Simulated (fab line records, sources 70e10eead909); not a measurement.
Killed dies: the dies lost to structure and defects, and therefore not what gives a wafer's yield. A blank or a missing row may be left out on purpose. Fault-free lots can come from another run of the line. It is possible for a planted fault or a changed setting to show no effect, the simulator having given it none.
Struck lot and sound lot, side by side -- flow nand_harc -- 13 steps out of a route of 1159
Sound: these wafers, L713.2, L713.4, L713.5. Wafers L721.1, L721.5, L721.6 were the ones struck. The cause comes at the end.
Each step with rows lists, per side, the tool, then ch with its chambers, then its first start. Under that, the readings that differ: sound wafers -- struck wafers -- difference of the means -- sigmas: that difference in standard deviations of wafers without a fault.
alike: same words and numbers on both sides, and readings whose means sit less than 2 such deviations apart. not compared: any withheld reading, any reading some wafer has no value for, any bound like >300 that may hide the same value, and any number with overlapping values for which the record gives no deviation.
The two part at a step that has a row with sigmas, a row that says differs or no value, or rows on one side only. When numbers do not overlap yet have no deviation, they are printed without sigmas and do not part them. A reading missing from all wafers of one side parts the sides only when that side holds two or more wafers.

NHARC_P_CONTACT_CMP_24: polishes, t overpolish 30 s, target thk 200 nm.
  sound on cmp-03 ch 0,3, day 7 05:22; struck on cmp-02 ch 0,3, day 9 02:01
  alike: motor_current_A, overpolish_run_s, retaining_ring_pressure_frac, time_to_endpoint_s
then, 1 step without rows for these wafers: NHARC_P_CONTACT_SRD_26.
NHARC_P_CONTACT_INSPECT_27:
  sound on defect_inspect-01, day 7 05:44; struck on defect_inspect-02, day 9 02:25
  alike: raw_defect_count
then, 8 steps without rows for these wafers: NHARC_P_M0_DEP_00 (deposits SiOC, target thk 150 nm); NHARC_P_M0_DEHYDRATE_01 (time 120 s); NHARC_P_M0_HMDS_02 (time 30 s); NHARC_P_M0_COAT_33 (time 65 s); NHARC_P_M0_COAT_03 (resist thk 90 nm); NHARC_P_M0_SOFTBAKE_04 (time 55 s); NHARC_P_M0_EBR_05; NHARC_P_M0_EXPOSE_06 (exposes mask P M0, target cd 90 nm).
NHARC_P_M0_PEB_07: peb time 65 s.
  sound on litho_track-01 ch 0, day 7 06:34; struck on litho_track-06 ch 0, day 9 03:14
reading,sound,struck,difference,sigmas
heater_power_total_W (W),157.1 157.1 157.0,142.7 142.7 143.9,-14.0,-31
plate_temp_C (C),99.81 99.88 99.83,93.77 93.88 93.58,-6.10,-44
then, 1 step without rows for these wafers: NHARC_P_M0_DEVELOP_08 (develop time 35 s).

== WHERE THEY PART ==
At NHARC_P_M0_PEB_07 and nowhere else, as far as this record goes.

WHY: the cause the simulator had injected
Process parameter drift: litho_track-06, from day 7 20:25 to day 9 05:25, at NHARC_P_M0_PEB_07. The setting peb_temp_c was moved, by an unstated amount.
